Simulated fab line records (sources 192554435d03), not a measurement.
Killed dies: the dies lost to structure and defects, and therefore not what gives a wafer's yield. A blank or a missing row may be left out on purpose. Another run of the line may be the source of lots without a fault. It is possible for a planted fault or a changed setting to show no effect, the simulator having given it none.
Split-lot study	flow n5 finfet	21 wafers read across 7 lots, on a route 1938 steps long

## ABOUT THE SPLIT
At N5_BEOL_M12_ILD_DEP_00 (deposits SiOC from DEMS/O2, target thk 658.92 nm, time 130.7 s), the setting time s was moved away from the recipe's 130.7 s on 4 of the 21 wafers read, by +4.8% to +11.0%. All remaining wafers had this setting at the recipe value.

There is no step in the file separating the split from the reading.

## THE READING
M12_ILD_THK, in nm, at N5_BEOL_M12_THK_MEAS_01. A value of 661 nm with a standard deviation of 8.2 nm is what fault-free wafers of this fab line usually give.

wafer	tool, chamber at the split	time s as run, s	against the recipe	M12_ILD_THK, nm	against lot-mates on the recipe
L075.3	pecvd-04, 2	130.7	recipe	654	-
L075.4	pecvd-04, 1	130.7	recipe	658	-
L075.6	pecvd-04, 0	130.7	recipe	674	-
L076.2	pecvd-03, 0	137	+4.8%	692	+29
L076.3	pecvd-03, 2	130.7	recipe	656	-
L076.5	pecvd-03, 0	130.7	recipe	670	-
L078.3	pecvd-04, 1	130.7	recipe	647	-
L078.4	pecvd-04, 0	143.5	+9.8%	715	+66
L078.6	pecvd-04, 1	130.7	recipe	650	-
L081.1	pecvd-02, 0	130.7	recipe	654	-
L081.2	pecvd-02, 2	130.7	recipe	663	-
L081.5	pecvd-02, 2	130.7	recipe	675	-
L086.1	pecvd-03, 0	130.7	recipe	660	-
L086.2	pecvd-03, 1	130.7	recipe	650	-
L086.4	pecvd-03, 0	130.7	recipe	661	-
L087.1	pecvd-04, 2	145.1	+11.0%	730	+75
L087.3	pecvd-04, 1	130.7	recipe	655	-
L087.4	pecvd-04, 2	145.1	+11.0%	741	+86
L096.3	pecvd-03, 2	130.7	recipe	653	-
L096.4	pecvd-03, 2	130.7	recipe	660	-
L096.5	pecvd-03, 0	130.7	recipe	666	-

THE FIT
A straight line over all 21 wafers: M12_ILD_THK changes by +6.6 nm for each +1% of time s; r = +0.95; the points scatter about the line by 8.1 nm.
The same after taking each lot's own level away (the mean of its wafers on the recipe; 21 wafers): +7.11 nm for each +1%; r = +0.97; scatter 6.5 nm.
According to that fit, moving time s by its largest amount changes the reading by 78 nm.
The lots' own levels span 648.5 to 664.0 nm, that is 1.9 times the standard deviation above.
The two slopes agree, so the slope changes little with the lot-to-lot level.
Check: +79.7 nm against its lot-mates is what the line predicts for one of the wafers moved furthest among these (+11.0%) when that wafer is left out of the fit. Against them it came out at +75 nm.

## OTHER SPLITS APPLIED TO THESE WAFERS
These wafers also went through other splits before the reading. Each is held against what the fit with the lots' levels taken away leaves over:
other split on the same wafers	wafers away from the commonest value	r with M12_ILD_THK (lot level and that fit taken away)
N5_BEOL_M11_EXPOSE_08 dose mj	8	-0.16

## THE WHOLE CHAIN: every reading that the file lists as answering this split, in the file's order
step	what it does	reading	change (the file's fit)	r (the file's)
N5_BEOL_M12_ILD_DEP_00	deposits SiOC from DEMS/O2, target thk 658.92 nm, time 130.7 s	SiOC_of_BEOL_M12_ILD_DEP_00.thk nm (the simulator's own value, which no gauge read)	+6.95 nm for each +1% of the setting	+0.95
N5_BEOL_M12_THK_MEAS_01		M12_ILD_THK	+6.98 for each +1% of the setting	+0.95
N5_BEOL_M12_VIA_ETCH_16	etches SiOC in C4F8/O2/Ar, target depth 724.8 nm	etch.depth nm (the simulator's own value, which no gauge read)	+6.95 nm for each +1% of the setting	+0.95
N5_BEOL_M12_VIA_ETCH_16	etches SiOC in C4F8/O2/Ar, target depth 724.8 nm	coat_of_BEOL_M12_COAT_04.thk nm (the simulator's own value, which no gauge read)	-2.13 nm for each +1% of the setting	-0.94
N5_BEOL_M12_STRIP_63	strips in N2/H2	strip time to endpoint s	withheld for each +1% of the setting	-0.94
N5_BEOL_M12_ETCH_38	etches SiCN in CF4/N2, target depth 68.7 nm, time 73.4 s	SiOC_of_BEOL_M12_ILD_DEP_00.thk nm (the simulator's own value, which no gauge read)	+6.89 nm for each +1% of the setting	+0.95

## THE FILE'S OWN FIT
M12_ILD_THK changes by +6.98 nm for each +1% of time s, r = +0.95.
